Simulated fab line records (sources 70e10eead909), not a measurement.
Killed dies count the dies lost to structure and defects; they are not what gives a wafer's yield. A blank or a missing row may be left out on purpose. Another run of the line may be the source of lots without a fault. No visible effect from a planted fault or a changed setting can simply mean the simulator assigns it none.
8D (eight disciplines) problem report, filled in by code    flow nand_harc    the parts of the form that need people (team, actions taken, sign-off) are left out

## 1. WHAT WENT WRONG
Wafers without a fault read 1002 nm, standard deviation 9.2; thk_nm at NHARC_A_ONON_D2_THK_MEAS_18 reads a mean of 1900 nm on 2 wafers belonging to 2 lots. That puts it +98 standard deviations away from the usual mean.
The step: measures by ellipsometry.
Earliest sighting: wafer L783.3 on film_metro-01 at day 17 00:55. The record holds 42 wafers of 14 lots with a number at this step. By rule, "out" or "out of limits" means more than 4 standard deviations away from the usual mean. The other wafers with a number count as sound.

## 2. WHAT IT IS; WHAT IT IS NOT
question                     is                 is not
which readings at this step  thk_nm             -
which lots                   L783, L785         L773, L774, L775, L787, L788, L790, L791, L792, L793, L794, L795, L796
which wafers of those lots   L783.3, L785.4     L783.5, L783.6, L785.5, L785.6
read on which gauges         film_metro-01      film_metro-02
when                         from day 17 00:55  up to then (11 sound wafers); but 29 sound wafers of L785, L787, L788, L790, L791, L792, L793, L794, L795, L796 came after

## 3. THE SUSPECTS, EACH WITH WHAT RULES IT OUT
Counting: a tool at a process step up to the reading stays a suspect if it ran every lot that is out. Sound lots after the first of them don't rule it out here, since some wafers of a struck lot are sound.
- the gauge at NHARC_A_ONON_D2_THK_MEAS_18: ruled out. All the wafers that are out were read on film_metro-01, but those of them that NHARC_END_SORT_01 has rows for are out there too, on other tools.
- pecvd_onon-01 at NHARC_A_ONON_D2_DEP_16 (target thk 1000 nm): kept. Ran every lot that is out, first one L783 (day 17 00:31); last sound lot up to then L775 (day 13 02:44).
Left after counting: pecvd_onon-01 at NHARC_A_ONON_D2_DEP_16.

## 4. THE CAUSE (what the simulator had put in)
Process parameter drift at NHARC_A_ONON_D2_DEP_16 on pecvd_onon-01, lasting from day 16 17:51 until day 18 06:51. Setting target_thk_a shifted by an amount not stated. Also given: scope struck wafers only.
This tool alone remained once counting was done.

## 5. THE CHAIN OF EFFECTS, in route order
Rows list readings where the struck wafers' mean (over those with a number) sits beyond 3 standard deviations from the usual. Only readings whose record carries a usual standard deviation are examined. hours: median over the lots of the time between each lot's start at the first step of this table that gives one and its start at this step. sigmas: the change, counted in usual standard deviations.
hours  step                         reading          usual    on struck wafers  change  sigmas
0      NHARC_A_ONON_D2_THK_MEAS_18  thk_nm           1002 nm  1900              +898    +98
278    NHARC_END_SORT_01            killed_at_array  52       674               +622    +35
278    NHARC_END_SORT_01            killed_dies      57       677               +620    +36
Later steps that measure or inspect, where all struck wafers having a row at the step show a number for every such reading and not one has moved that far: NHARC_A_ONON_D2_INSPECT_32.

## 6. WHAT WOULD HAVE CAUGHT IT SOONER
Counted from the fault's start at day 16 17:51, it took 7 hours until the first out-of-limits reading at a measuring or inspecting step in this record, taken at day 17 00:55.
Of the lots that are out (2), L785 began NHARC_A_ONON_D2_DEP_16 on pecvd_onon-01 after day 17 00:55. A tool hold placed at that time would have kept it from harm.
